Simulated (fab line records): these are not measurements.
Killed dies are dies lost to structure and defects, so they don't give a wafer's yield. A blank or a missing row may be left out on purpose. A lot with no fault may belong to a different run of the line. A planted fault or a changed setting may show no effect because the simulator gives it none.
Which tool is to blame? | flow n5-finfet | 11 lots with 33 wafers sampled at 2 steps, on a route of 1938 steps

## WHAT THE GAUGES READ, wafer by wafer
N5_BEOL_M6_CD_MEAS_35: target cd 40 nm, target cd y 28 nm.
lot  | measured     | on        | cd-nm (nm)
L632 | day 9 01:02  | cd-sem-02 | 41.0 40.8 38.9
L634 | day 9 13:44  | cd-sem-03 | 40.5 40.0 39.5
L633 | day 10 01:00 | cd-sem-03 | 40.0 40.1 39.5
L635 | day 10 08:02 | cd-sem-01 | 40.6 40.7 40.0
L641 | day 11 21:31 | cd-sem-03 | 40.7 40.0 40.8
L643 | day 12 01:20 | cd-sem-02 | 40.4 39.0 40.0
L642 | day 12 04:53 | cd-sem-03 | 39.0 39.7 39.7
L650 | day 13 23:53 | cd-sem-03 | 40.7 40.1 38.5
L651 | day 14 07:01 | cd-sem-01 | 38.5 39.0 41.2
L654 | day 15 02:44 | cd-sem-02 | 40.7 39.8 40.6
L653 | day 15 04:39 | cd-sem-02 | 41.4 40.6 39.6

## WHICH TOOL RAN EACH LOT (tool, then ch and the chambers of the sampled wafers, then the start)
lot  | N5_BEOL_M6_VIA_ETCH_34
L632 | rie-diel-01 ch 2,3, day 9 00:38
L634 | rie-diel-06 ch 2,3, day 9 13:20
L633 | rie-diel-04 ch 0,1,2, day 10 00:35
L635 | rie-diel-04 ch 0,1,2, day 10 07:38
L641 | rie-diel-06 ch 0,2,3, day 11 21:07
L643 | rie-diel-06 ch 0,1,3, day 12 00:56
L642 | rie-diel-04 ch 0,1, day 12 04:28
L650 | rie-diel-04 ch 2,3, day 13 23:29
L651 | rie-diel-04 ch 1,3, day 14 06:36
L654 | rie-diel-04 ch 0,1,2, day 15 02:20
L653 | rie-diel-01 ch 0,1, day 15 04:14
- N5_BEOL_M6_VIA_ETCH_34: etches SiCOH lowk in C4F6/O2, target depth 126.3 nm, time 50.9 s.

## THE ANSWER, worked out from the rows above alone
Rule: what is usual is taken from the lots themselves. The widest of any qualifying gaps counts: lots, ordered by their means at a reading, are off when they make up no more than a third of the lots, leave a main group of 4 or more, and stand apart from it by 3 or more times the standard deviation of that group's means. A main group is skipped when, at the precision printed for the reading in the tables above, its means are all equal. A lot without any number at a reading at which 4 lots or more have one is off too. All remaining lots with rows at the step are treated as sound.
No lot is off at any reading shown: from this, nothing can be told.

## WHAT HAD BEEN PUT IN BY THE SIMULATOR
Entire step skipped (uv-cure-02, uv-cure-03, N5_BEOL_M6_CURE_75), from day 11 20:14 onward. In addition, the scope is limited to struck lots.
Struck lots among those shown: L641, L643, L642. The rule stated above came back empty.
